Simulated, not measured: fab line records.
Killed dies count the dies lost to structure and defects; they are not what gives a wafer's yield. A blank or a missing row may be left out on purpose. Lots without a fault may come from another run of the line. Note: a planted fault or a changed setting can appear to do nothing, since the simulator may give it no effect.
Lot-split experiment + flow n5_finfet + route with 1938 steps; 7 lots, 39 wafers read

## SPLIT DETAILS
At N5_BEOL_M8_DESCUM_33 (chemistry O2, time 7 s), the setting time_s was moved away from the recipe's 7 s on 15 of the 39 wafers read, by -58.8% to +36.1%. The other wafers ran this setting at the recipe's value.

There is no step in the file separating the split from the reading.

## THE READING
CAR-EUV_of_BEOL_M8_COAT_22.thk_nm (the simulator's own value, which no gauge read), in nm, at N5_BEOL_M8_ETCH_72 (etches underlayer in N2/H2, target depth 6.5 nm, time 5.2 s). The file gives no usual value for it. The 24 wafers here that ran the recipe average 20.3 nm, standard deviation 0.1 nm.

| wafer  | tool, chamber at the split | time_s as run, s | against the recipe | CAR-EUV_of_BEOL_M8_COAT_22.thk_nm, nm | against lot-mates on the recipe |
|--------|----------------------------|------------------|--------------------|---------------------------------------|---------------------------------|
| L078.1 | rie_diel-06, 3,1,2         | 3.662            | -47.7%             | 21.8                                  | +1.6                            |
| L078.2 | rie_diel-06, 3,1,2         | 3.662            | -47.7%             | 21.8                                  | +1.6                            |
| L078.3 | rie_diel-06, 3,1,2         | 3.662            | -47.7%             | 21.8                                  | +1.6                            |
| L078.4 | rie_diel-06, 1,3           | 7                | recipe             | 20.2                                  | -                               |
| L078.5 | rie_diel-06, 1,3           | 7                | recipe             | 20.2                                  | -                               |
| L078.6 | rie_diel-06, 2             | 7                | recipe             | 20.2                                  | -                               |
| L081.1 | rie_diel-06, 2,3           | 4.143            | -40.8%             | 21.8                                  | +1.5                            |
| L081.5 | rie_diel-06, 2,3           | 4.143            | -40.8%             | 21.8                                  | +1.5                            |
| L081.2 | rie_diel-06, 1             | 4.143            | -40.8%             | 21.6                                  | +1.3                            |
| L081.3 | rie_diel-06, 3             | 7                | recipe             | 20.4                                  | -                               |
| L081.4 | rie_diel-06, 0,2           | 7                | recipe             | 20.2                                  | -                               |
| L081.6 | rie_diel-06, 0,2           | 7                | recipe             | 20.2                                  | -                               |
| L082.1 | rie_diel-02, 2,1           | 9.525            | +36.1%             | 19                                    | -1.2                            |
| L082.2 | rie_diel-02, 2,1           | 9.525            | +36.1%             | 19                                    | -1.2                            |
| L082.5 | rie_diel-02, 2             | 9.525            | +36.1%             | 19                                    | -1.2                            |
| L082.3 | rie_diel-02, 0,3,3         | 7                | recipe             | 20.2                                  | -                               |
| L082.4 | rie_diel-02, 0,3,3         | 7                | recipe             | 20.2                                  | -                               |
| L082.6 | rie_diel-02, 0,3,3         | 7                | recipe             | 20.2                                  | -                               |
| L086.2 | rie_diel-05, 2,3,1         | 7                | recipe             | 20.2                                  | -                               |
| L086.4 | rie_diel-05, 2,3,1         | 7                | recipe             | 20.2                                  | -                               |
| L086.3 | rie_diel-05, 2,3,1         | 7                | recipe             | 20.4                                  | -                               |
| L092.1 | rie_diel-05, 3,0,0         | 2.887            | -58.8%             | 22.2                                  | +2.0                            |
| L092.3 | rie_diel-05, 3,0,0         | 2.887            | -58.8%             | 22.2                                  | +2.0                            |
| L092.5 | rie_diel-05, 3,0,0         | 2.887            | -58.8%             | 22.2                                  | +2.0                            |
| L092.2 | rie_diel-05, 1,3,1         | 7                | recipe             | 20.2                                  | -                               |
| L092.4 | rie_diel-05, 1,3,1         | 7                | recipe             | 20.2                                  | -                               |
| L092.6 | rie_diel-05, 1,3,1         | 7                | recipe             | 20.2                                  | -                               |
| L095.1 | rie_diel-05, 0,3,3         | 8.065            | +15.2%             | 19.8                                  | -0.6                            |
| L095.2 | rie_diel-05, 0,3,3         | 8.065            | +15.2%             | 20                                    | -0.4                            |
| L095.5 | rie_diel-05, 0,3,3         | 8.065            | +15.2%             | 20                                    | -0.4                            |
| L095.3 | rie_diel-05, 2             | 7                | recipe             | 20.4                                  | -                               |
| L095.4 | rie_diel-05, 1             | 7                | recipe             | 20.4                                  | -                               |
| L095.6 | rie_diel-05, 2             | 7                | recipe             | 20.4                                  | -                               |
| L097.1 | rie_diel-06, 1,3           | 7                | recipe             | 20.4                                  | -                               |
| L097.2 | rie_diel-06, 2,0,3,2       | 7                | recipe             | 20.4                                  | -                               |
| L097.3 | rie_diel-06, 2,0,3,2       | 7                | recipe             | 20.4                                  | -                               |
| L097.4 | rie_diel-06, 1,3           | 7                | recipe             | 20.4                                  | -                               |
| L097.5 | rie_diel-06, 2,0,3,2       | 7                | recipe             | 20.4                                  | -                               |
| L097.6 | rie_diel-06, 2,0,3,2       | 7                | recipe             | 20.4                                  | -                               |
When a row names more than one chamber, that row covers several wafers, and the file does not tell which wafer ran in which chamber.

THE FIT
A straight line over all 39 wafers: CAR-EUV_of_BEOL_M8_COAT_22.thk_nm changes by -0.033 nm for each +1% of time_s; r = -0.99; the points scatter about the line by 0.11 nm.
The same after taking each lot's own level away (the mean of its wafers on the recipe; 39 wafers): -0.034 nm for each +1%; r = -1.00; scatter 0.06 nm.
The reading moves by 2 nm for the largest change in time_s, on that fit.
Measured against the standard deviation above, the lots' own levels, which go from 20.20 to 20.40 nm, span 2.0 times it.
The two slopes are in agreement: the lot-to-lot level therefore moves the slope only a little.
Check: +2.01 nm against its lot-mates is what the line predicts for one of the wafers moved furthest among these (-58.8%) when that wafer is left out of the fit. Against them it came out at +2 nm.

## OTHER SPLITS APPLIED TO THESE WAFERS
Note: prior to the reading, these wafers also went through further splits. Each is held against what the fit with the lots' levels taken away leaves over:
| other split on the same wafers           | wafers away from the commonest value | r with CAR-EUV_of_BEOL_M8_COAT_22.thk_nm (lot level and that fit taken away) |
|------------------------------------------|--------------------------------------|------------------------------------------------------------------------------|
| N5_BEOL_M6_TRENCH_ETCH_37 target_depth_a | 15                                   | -0.05                                                                        |

## THE WHOLE CHAIN: every reading that the file lists as answering this split, in the file's order
| step                 | what it does                                                | reading                                                                            | change (the file's fit)                | r (the file's) |
|----------------------|-------------------------------------------------------------|------------------------------------------------------------------------------------|----------------------------------------|----------------|
| N5_BEOL_M8_DESCUM_33 | chemistry O2, time 7 s                                      | CAR-EUV_of_BEOL_M8_COAT_22.thk_nm (the simulator's own value, which no gauge read) | -0.0348 nm for each +1% of the setting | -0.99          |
| N5_BEOL_M8_ETCH_72   | etches underlayer in N2/H2, target depth 6.5 nm, time 5.2 s | CAR-EUV_of_BEOL_M8_COAT_22.thk_nm (the simulator's own value, which no gauge read) | -0.0341 nm for each +1% of the setting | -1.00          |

## FILE'S OWN FIT
CAR-EUV_of_BEOL_M8_COAT_22.thk_nm changes by -0.0341 nm for each +1% of time_s, r = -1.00.
